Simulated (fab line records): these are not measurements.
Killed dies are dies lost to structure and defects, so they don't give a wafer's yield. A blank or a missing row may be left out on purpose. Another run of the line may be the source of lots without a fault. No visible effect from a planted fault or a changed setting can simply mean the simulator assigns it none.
Split-lot experiment / flow n5 finfet / 39 wafers read across 7 lots, on a route 1938 steps long

== THE SPLIT ==
At N5_BEOL_M2_TRENCH_ETCH_37 (etches SiOC in C4F6/O2, target depth 55.555 nm, time 29.2 s), the setting time s was moved away from the recipe's 29.2 s on 15 of the 39 wafers read, by -45.0% to +50.9%. This setting was run at the recipe's value on the other wafers.

== FROM THE SPLIT TO THE READING: what the file shows between them, 8 steps ==
- N5_BEOL_M2_ETCH_41: etches SiCN in CH3F/O2, target depth 29.9 nm, time 52.5 s
- N5_BEOL_M2_STRIP_97: strips in N2/H2, time 10 s
- N5_BEOL_M2_OCD_MEAS_38
- N5_BEOL_M2_HM_STRIP_39: strips TiN in peroxide tin strip, target depth 25 nm, time 158 s
- N5_BEOL_M2_SRD_40: time 30 s
- N5_BEOL_M2_ECD_50: material Cu, target thk 300 nm
- N5_BEOL_M2_ANNEAL_51: time 90 s
- N5_BEOL_M2_CMP_52: polishes, stops on SiOC, t overpolish 6.8 s, target thk 40 nm

== THE READING ==
M2_THK, in nm, at N5_BEOL_M2_THK_MEAS_53 (measures by xrf). Typical for fault-free wafers on this fab line: 39.8 nm, with standard deviation 1.5 nm.

wafer=L074.1; tool, chamber at the split=rie diel-06, 3; time s as run, s=22.71; against the recipe=-22.2%; M2_THK, nm=26.9; against lot-mates on the recipe=-11.3
wafer=L074.2; tool, chamber at the split=rie diel-06, 1; time s as run, s=22.71; against the recipe=-22.2%; M2_THK, nm=27.0; against lot-mates on the recipe=-11.2
wafer=L074.3; tool, chamber at the split=rie diel-06, 2; time s as run, s=29.2; against the recipe=recipe; M2_THK, nm=36.9; against lot-mates on the recipe=-
wafer=L074.4; tool, chamber at the split=rie diel-06, 0; time s as run, s=29.2; against the recipe=recipe; M2_THK, nm=39.3; against lot-mates on the recipe=-
wafer=L074.5; tool, chamber at the split=rie diel-06, 0; time s as run, s=22.71; against the recipe=-22.2%; M2_THK, nm=27.0; against lot-mates on the recipe=-11.2
wafer=L074.6; tool, chamber at the split=rie diel-06, 1; time s as run, s=29.2; against the recipe=recipe; M2_THK, nm=38.4; against lot-mates on the recipe=-
wafer=L082.3; tool, chamber at the split=rie diel-06, 3; time s as run, s=29.2; against the recipe=recipe; M2_THK, nm=38.4; against lot-mates on the recipe=-
wafer=L082.4; tool, chamber at the split=rie diel-06, 1; time s as run, s=29.2; against the recipe=recipe; M2_THK, nm=39.6; against lot-mates on the recipe=-
wafer=L082.5; tool, chamber at the split=rie diel-06, 0; time s as run, s=29.2; against the recipe=recipe; M2_THK, nm=39.6; against lot-mates on the recipe=-
wafer=L084.1; tool, chamber at the split=rie diel-05, 3; time s as run, s=29.2; against the recipe=recipe; M2_THK, nm=44.0; against lot-mates on the recipe=-
wafer=L084.2; tool, chamber at the split=rie diel-05, 0; time s as run, s=29.2; against the recipe=recipe; M2_THK, nm=38.9; against lot-mates on the recipe=-
wafer=L084.3; tool, chamber at the split=rie diel-05, 2; time s as run, s=16.05; against the recipe=-45.0%; M2_THK, nm=16.2; against lot-mates on the recipe=-25.1
wafer=L084.4; tool, chamber at the split=rie diel-05, 1; time s as run, s=16.05; against the recipe=-45.0%; M2_THK, nm=15.7; against lot-mates on the recipe=-25.6
wafer=L084.5; tool, chamber at the split=rie diel-05, 3; time s as run, s=29.2; against the recipe=recipe; M2_THK, nm=41.0; against lot-mates on the recipe=-
wafer=L084.6; tool, chamber at the split=rie diel-05, 0; time s as run, s=16.05; against the recipe=-45.0%; M2_THK, nm=16.1; against lot-mates on the recipe=-25.2
wafer=L090.1; tool, chamber at the split=rie diel-03, 1; time s as run, s=29.2; against the recipe=recipe; M2_THK, nm=41.3; against lot-mates on the recipe=-
wafer=L090.2; tool, chamber at the split=rie diel-03, 0; time s as run, s=29.2; against the recipe=recipe; M2_THK, nm=41.7; against lot-mates on the recipe=-
wafer=L090.3; tool, chamber at the split=rie diel-03, 3; time s as run, s=29.2; against the recipe=recipe; M2_THK, nm=41.4; against lot-mates on the recipe=-
wafer=L090.4; tool, chamber at the split=rie diel-03, 2; time s as run, s=29.2; against the recipe=recipe; M2_THK, nm=41.7; against lot-mates on the recipe=-
wafer=L090.5; tool, chamber at the split=rie diel-03, 2; time s as run, s=29.2; against the recipe=recipe; M2_THK, nm=41.6; against lot-mates on the recipe=-
wafer=L090.6; tool, chamber at the split=rie diel-03, 3; time s as run, s=29.2; against the recipe=recipe; M2_THK, nm=40.7; against lot-mates on the recipe=-
wafer=L092.1; tool, chamber at the split=rie diel-03, 0; time s as run, s=29.2; against the recipe=recipe; M2_THK, nm=40.9; against lot-mates on the recipe=-
wafer=L092.2; tool, chamber at the split=rie diel-03, 2; time s as run, s=29.2; against the recipe=recipe; M2_THK, nm=40.7; against lot-mates on the recipe=-
wafer=L092.3; tool, chamber at the split=rie diel-03, 1; time s as run, s=39.18; against the recipe=+34.2%; M2_THK, nm=60.2; against lot-mates on the recipe=+19.6
wafer=L092.4; tool, chamber at the split=rie diel-03, 3; time s as run, s=39.18; against the recipe=+34.2%; M2_THK, nm=60.0; against lot-mates on the recipe=+19.4
wafer=L092.5; tool, chamber at the split=rie diel-03, 0; time s as run, s=29.2; against the recipe=recipe; M2_THK, nm=40.2; against lot-mates on the recipe=-
wafer=L092.6; tool, chamber at the split=rie diel-03, 3; time s as run, s=39.18; against the recipe=+34.2%; M2_THK, nm=59.4; against lot-mates on the recipe=+18.8
wafer=L096.1; tool, chamber at the split=rie diel-06, 2; time s as run, s=29.2; against the recipe=recipe; M2_THK, nm=37.2; against lot-mates on the recipe=-
wafer=L096.2; tool, chamber at the split=rie diel-06, 1; time s as run, s=29.2; against the recipe=recipe; M2_THK, nm=43.1; against lot-mates on the recipe=-
wafer=L096.3; tool, chamber at the split=rie diel-06, 3; time s as run, s=44.06; against the recipe=+50.9%; M2_THK, nm=66.9; against lot-mates on the recipe=+26.6
wafer=L096.4; tool, chamber at the split=rie diel-06, 0; time s as run, s=44.06; against the recipe=+50.9%; M2_THK, nm=67.4; against lot-mates on the recipe=+27.1
wafer=L096.5; tool, chamber at the split=rie diel-06, 0; time s as run, s=44.06; against the recipe=+50.9%; M2_THK, nm=65.8; against lot-mates on the recipe=+25.5
wafer=L096.6; tool, chamber at the split=rie diel-06, 3; time s as run, s=29.2; against the recipe=recipe; M2_THK, nm=40.5; against lot-mates on the recipe=-
wafer=L097.1; tool, chamber at the split=rie diel-03, 2; time s as run, s=35.77; against the recipe=+22.5%; M2_THK, nm=50.8; against lot-mates on the recipe=+11.9
wafer=L097.2; tool, chamber at the split=rie diel-03, 3; time s as run, s=29.2; against the recipe=recipe; M2_THK, nm=38.4; against lot-mates on the recipe=-
wafer=L097.3; tool, chamber at the split=rie diel-03, 0; time s as run, s=35.77; against the recipe=+22.5%; M2_THK, nm=52.7; against lot-mates on the recipe=+13.8
wafer=L097.4; tool, chamber at the split=rie diel-03, 1; time s as run, s=29.2; against the recipe=recipe; M2_THK, nm=38.8; against lot-mates on the recipe=-
wafer=L097.5; tool, chamber at the split=rie diel-03, 3; time s as run, s=35.77; against the recipe=+22.5%; M2_THK, nm=51.4; against lot-mates on the recipe=+12.5
wafer=L097.6; tool, chamber at the split=rie diel-03, 0; time s as run, s=29.2; against the recipe=recipe; M2_THK, nm=39.5; against lot-mates on the recipe=-

FIT RESULTS
A straight line over all 39 wafers: M2_THK changes by +0.541 nm for each +1% of time s; r = +0.99; the points scatter about the line by 1.5 nm.
The same after taking each lot's own level away (the mean of its wafers on the recipe; 39 wafers): +0.542 nm for each +1%; r = +1.00; scatter 1.2 nm.
According to that fit, moving time s by its largest amount changes the reading by 28 nm.
The span of the lots' own levels, 38.20 to 41.40 nm, comes to 2.1 times the standard deviation stated above.
Consequently the slope shifts little with the lot-to-lot level, the two slopes agreeing.
Check: with one of the wafers moved furthest among these (+50.9%) left out of the fit, the line predicts +27.7 nm for it against its lot-mates. It came out at +26.6 nm against them.

== THE WHOLE CHAIN: every reading that the file lists as answering this split, in the file's order ==
step=N5_BEOL_M2_TRENCH_ETCH_37; what it does=etches SiOC in C4F6/O2, target depth 55.555 nm, time 29.2 s; reading=etch.depth nm (the simulator's own value, which no gauge read); change (the file's fit)=+0.563 nm for each +1% of the setting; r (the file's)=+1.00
step=N5_BEOL_M2_TRENCH_ETCH_37; what it does=etches SiOC in C4F6/O2, target depth 55.555 nm, time 29.2 s; reading=BEOL_M2.feature depth nm (the simulator's own value, which no gauge read); change (the file's fit)=+0.563 nm for each +1% of the setting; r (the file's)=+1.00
step=N5_BEOL_M2_TRENCH_ETCH_37; what it does=etches SiOC in C4F6/O2, target depth 55.555 nm, time 29.2 s; reading=TiN_of_BEOL_M2_HM_DEP_02.thk nm (the simulator's own value, which no gauge read); change (the file's fit)=-0.0251 nm for each +1% of the setting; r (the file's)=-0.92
step=N5_BEOL_M2_OCD_MEAS_38; what it does=; reading=trench depth nm; change (the file's fit)=+0.566 nm for each +1% of the setting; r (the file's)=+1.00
step=N5_BEOL_M2_CMP_52; what it does=polishes, stops on SiOC, t overpolish 6.8 s, target thk 40 nm; reading=Cu_of_BEOL_M2_ECD_50.thk nm (the simulator's own value, which no gauge read); change (the file's fit)=+0.547 nm for each +1% of the setting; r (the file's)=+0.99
step=N5_BEOL_M2_THK_MEAS_53; what it does=measures by xrf; reading=M2_THK; change (the file's fit)=+0.542 for each +1% of the setting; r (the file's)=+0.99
step=N5_BEOL_M2_RS_MEAS_58; what it does=measures by four-point-probe; reading=M2_RS; change (the file's fit)=not straight: 2.27 at the lowest setting, 0.66 at the recipe, 0.35 at the highest; r (the file's)=not given

== THE FILE'S OWN FIT ==
M2_THK changes by +0.542 nm for each +1% of time s, r = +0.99.
